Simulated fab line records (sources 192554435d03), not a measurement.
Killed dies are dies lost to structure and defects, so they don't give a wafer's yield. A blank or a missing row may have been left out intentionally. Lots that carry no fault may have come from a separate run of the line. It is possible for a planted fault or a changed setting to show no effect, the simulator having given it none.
Which tool did it?	flow n5Finfet	10 lots with 27 wafers sampled at 7 steps, on a route of 1938 steps

## WHAT EACH GAUGE READ, for each wafer
N5_BEOL_M2_THK_MEAS_53: measures by xrf. Usual: M2_THK 39.5 nm, standard deviation 1.3.
lot	measured	on	M2_THK (nm)	flag
L715	day 7 00:19	filmMetro-01	36.8 39.1 41.7	
L719	day 8 04:22	filmMetro-01	39.8 40.2 38.5	
L723	day 9 02:56	filmMetro-01	39.9 142.6	OFF
L726	day 9 15:28	filmMetro-02	147.1 40.0	OFF
L730	day 10 23:17	filmMetro-02	37.2 161.1	OFF
L733	day 11 14:53	filmMetro-02	40.6 38.3 38.2	
L735	day 12 10:22	filmMetro-01	41.8 41.1 38.7	
L734	day 12 17:16	filmMetro-02	40.7 40.3 39.9	
L737	day 13 03:23	filmMetro-02	39.8 40.2 39.5	
L738	day 13 13:28	filmMetro-02	38.4 38.1 39.2	

N5_BEOL_M2_INSPECT_59: inspects for defects (darkfield). Usual: rawDefectCount 71, standard deviation 20.
lot	measured	on	rawDefectCount	flag
L715	day 7 00:37	defectInspect-02	93 99 105	
L719	day 8 04:39	defectInspect-01	94 52 81	
L723	day 9 03:13	defectInspect-01	58 6006	OFF
L726	day 9 15:45	defectInspect-01	5775 60	OFF
L730	day 10 23:34	defectInspect-02	72 5818	OFF
L733	day 11 15:10	defectInspect-01	36 53 40	
L735	day 12 10:41	defectInspect-02	141 79 64	
L734	day 12 17:34	defectInspect-02	80 90 63	
L737	day 13 03:40	defectInspect-02	50 52 49	
L738	day 13 13:46	defectInspect-01	60 70 60	

N5_BEOL_M4_RC_MEAS_101. Usual: DIBL_N 36.2 mV/V, standard deviation 1.6; DIBL_P 36.1 mV/V, standard deviation 2; IOFF_N 0.16 nA/um, standard deviation 0.032; IOFF_P 0.22 nA/um, standard deviation 0.036; ION_N 672 uA/um, standard deviation 11; ION_P 463 uA/um, standard deviation 7.5; SS_N 71.4 mV/dec, standard deviation 0.58; SS_P 73.2 mV/dec, standard deviation 0.67; VT_N 250 mV, standard deviation 3.3; VT_P -250 mV, standard deviation 3.3.
lot	measured	on	DIBL_N (mV/V)	DIBL_P (mV/V)	IOFF_N (nA/um)	IOFF_P (nA/um)	ION_N (uA/um)	ION_P (uA/um)	SS_N (mV/dec)	SS_P (mV/dec)	VT_N (mV)	VT_P (mV)	flag
L715	day 8 04:59	prober-02	36.6 37.2 34.5	37.3 38.7 35.6	0.13 0.17 0.12	0.17 0.19 0.15	652 679 660	446 456 444	71.1 72.3 70.7	72.5 74.0 72.3	254 247 255	-257 -251 -256	
L719	day 9 05:44	prober-01	38.3 35.9 36.2	35.2 32.5 33.4	0.17 0.13 0.13	0.21 0.18 0.19	679 662 671	465 458 460	71.6 71.3 71.5	73.2 71.8 72.3	248 248 251	-249 -251 -250	
L723	day 10 04:14	prober-01	37.7	38.2	0.22	0.30	675	464	71.6	74.1	245	-245	
L726	day 10 22:31	prober-01	36.0	36.4	0.15	0.24	677	471	71.7	73.5	250	-247	
L730	day 12 06:14	prober-02	35.3	35.2	0.15	0.20	676	465	71.4	73.8	248	-251	
L733	day 12 22:08	prober-02	34.9 32.7 37.0	35.6 32.1 37.2	0.14 0.12 0.19	0.23 0.18 0.27	668 677 681	463 467 472	71.3 70.6 71.7	73.1 72.5 73.3	253 251 245	-246 -248 -244	
L735	day 13 17:14	prober-02	40.5 37.6 38.3	38.1 34.2 34.9	0.21 0.15 0.16	0.27 0.20 0.20	666 660 653	462 462 457	71.8 71.4 71.7	73.7 72.6 72.8	246 250 251	-247 -250 -250	
L734	day 14 05:20	prober-02	35.7 35.1 36.1	34.4 34.1 35.5	0.15 0.15 0.16	0.18 0.17 0.19	675 665 679	458 449 455	71.3 71.9 71.9	73.4 73.3 73.0	250 252 249	-255 -251 -251	
L737	day 14 11:01	prober-02	33.9 35.4 34.7	34.4 37.0 36.1	0.12 0.14 0.13	0.17 0.20 0.19	661 679 669	464 466 466	70.6 70.3 70.5	71.7 72.9 72.2	254 253 254	-253 -249 -252	
L738	day 15 03:51	prober-02	38.7 36.5 34.7	39.5 37.2 35.7	0.20 0.16 0.13	0.25 0.22 0.20	694 679 661	469 470 465	72.4 72.2 71.4	73.6 73.4 72.2	244 250 252	-246 -247 -252	

## WHICH TOOL RAN EACH LOT (tool, then ch and the chambers of the sampled wafers, then the start)
lot	N5_BEOL_M2_SPUTTER_86	N5_BEOL_M2_ANNEAL_87	N5_BEOL_M2_SPUTTER_94	N5_BEOL_M2_CMP_52
L715	pvdSputter-01, day 6 22:26	pvdSputter-01, day 6 22:31	pvdSputter-01, day 6 23:19	cmp-02 ch 1,2,3, day 7 00:02
L719	pvdSputter-03, day 8 02:28	pvdSputter-03, day 8 02:32	pvdSputter-03, day 8 03:20	cmp-02 ch 0,1,2, day 8 04:11
L723	pvdSputter-02, day 9 01:02	pvdSputter-02, day 9 01:07	pvdSputter-02, day 9 01:55	cmp-02 ch 2,3, day 9 02:40
L726	pvdSputter-01, day 9 13:19	pvdSputter-01, day 9 13:23	pvdSputter-01, day 9 14:11	cmp-02 ch 0, day 9 15:10
L730	pvdSputter-03, day 10 21:24	pvdSputter-03, day 10 21:29	pvdSputter-03, day 10 22:17	cmp-02 ch 2,3, day 10 23:04
L733	pvdSputter-01, day 11 13:00	pvdSputter-01, day 11 13:05	pvdSputter-01, day 11 13:53	cmp-04 ch 0,1,3, day 11 14:35
L735	pvdSputter-02, day 12 08:28	pvdSputter-02, day 12 08:33	pvdSputter-02, day 12 09:21	cmp-03 ch 0,1,3, day 12 10:07
L734	pvdSputter-03, day 12 15:23	pvdSputter-03, day 12 15:28	pvdSputter-03, day 12 16:16	cmp-04 ch 1,2, day 12 16:58
L737	pvdSputter-01, day 13 00:37	pvdSputter-01, day 13 00:42	pvdSputter-01, day 13 01:30	cmp-04 ch 0,3, day 13 03:07
L738	pvdSputter-01, day 13 11:35	pvdSputter-01, day 13 11:40	pvdSputter-01, day 13 12:28	cmp-02 ch 1,2, day 13 13:13
- N5_BEOL_M2_SPUTTER_86: material Cu, target thk 4.5 nm, time 8.29 s.
- N5_BEOL_M2_ANNEAL_87: time 240 s.
- N5_BEOL_M2_SPUTTER_94: material Cu, target thk 4.5 nm, time 8.29 s.
- N5_BEOL_M2_CMP_52: polishes, stops on SiOC, t overpolish 6.8 s, target thk 40 nm.

## WHAT THE TOOLS THEMSELVES READ (means of the sampled wafers that have a number; where no wafer has one, the mark that the record gives instead)
N5_BEOL_M2_SPUTTER_86. Usual: throttleValvePct 29.9 %, standard deviation 1.
lot	tool	throttleValvePct (%)	flag
L715	pvdSputter-01	30.6	
L719	pvdSputter-03	29.6	
L723	pvdSputter-02	28.9	
L726	pvdSputter-01	31.2	
L730	pvdSputter-03	30.6	
L733	pvdSputter-01	31.0	
L735	pvdSputter-02	29.2	
L734	pvdSputter-03	30.9	
L737	pvdSputter-01	31.1	
L738	pvdSputter-01	30.6	

N5_BEOL_M2_ANNEAL_87. Usual: heaterPowerW 824 W, standard deviation 100.
lot	tool	heaterPowerW (W)	flag
L715	pvdSputter-01	775	
L719	pvdSputter-03	775	
L723	pvdSputter-02	844	
L726	pvdSputter-01	872	
L730	pvdSputter-03	710	
L733	pvdSputter-01	834	
L735	pvdSputter-02	795	
L734	pvdSputter-03	774	
L737	pvdSputter-01	836	
L738	pvdSputter-01	711	

N5_BEOL_M2_SPUTTER_94. Usual: throttleValvePct 29.9 %, standard deviation 0.99.
lot	tool	throttleValvePct (%)	flag
L715	pvdSputter-01	30.5	
L719	pvdSputter-03	29.5	
L723	pvdSputter-02	29.2	
L726	pvdSputter-01	31.2	
L730	pvdSputter-03	30.6	
L733	pvdSputter-01	31.2	
L735	pvdSputter-02	29.2	
L734	pvdSputter-03	30.8	
L737	pvdSputter-01	31.1	
L738	pvdSputter-01	30.5	

N5_BEOL_M2_CMP_52. Usual: barrierFieldEndpointS 24.8 s, standard deviation 0.59; motorCurrentA 5.9 A, standard deviation 0.53; overpolishRunS 6.798 s, standard deviation 0.0097; slurryFlowMlMin 150.1, standard deviation 0.49; timeToEndpointS 62 s, standard deviation 3.
lot	tool	barrierFieldEndpointS (s)	motorCurrentA (A)	overpolishRunS (s)	slurryFlowMlMin	timeToEndpointS (s)	flag
L715	cmp-02	23.9	5.7	6.802	150.0	58	
L719	cmp-02	24.6	6.1	6.798	149.8	61	
L723	cmp-02	33.2	6.0	3.406	150.0	72	OFF
L726	cmp-02	32.8	5.7	3.419	149.7	70	OFF
L730	cmp-02	32.7	5.9	3.422	149.9	72	OFF
L733	cmp-04	24.9	6.2	6.800	149.7	66	
L735	cmp-03	24.7	5.7	6.794	149.7	64	
L734	cmp-04	24.5	5.3	6.808	150.0	57	
L737	cmp-04	24.1	6.4	6.803	149.9	60	
L738	cmp-02	24.4	6.3	6.800	150.2	57	

## THE ANSWER, worked out from the rows above alone
Rule: a lot is off if the mean of its wafers that have a number lies more than 3 standard deviations from the usual mean. Also off: a lot with no number at a reading for which 4 or more lots have one. The other lots that the step has rows for count as sound. Order of review: gauges by route order, followed by the tools' own readings, for which a lot's mean as printed above is used. At the first step where some lot is off, the reading lying furthest off is the one used; lots without a number count as furthest.
Off: L723, L726, L730, at N5_BEOL_M2_THK_MEAS_53 (M2_THK).
A tool fits if, at a process step before that reading, it ran every lot that is off, and no sound lot after the first of them. Not tried: the gauges at N5_BEOL_M2_THK_MEAS_53; whatever is off there is also off at N5_BEOL_M2_INSPECT_59, on other tools, and gauge error can't account for it. Not one of the candidates tried fits.

## WHAT THE SIMULATOR PUT IN
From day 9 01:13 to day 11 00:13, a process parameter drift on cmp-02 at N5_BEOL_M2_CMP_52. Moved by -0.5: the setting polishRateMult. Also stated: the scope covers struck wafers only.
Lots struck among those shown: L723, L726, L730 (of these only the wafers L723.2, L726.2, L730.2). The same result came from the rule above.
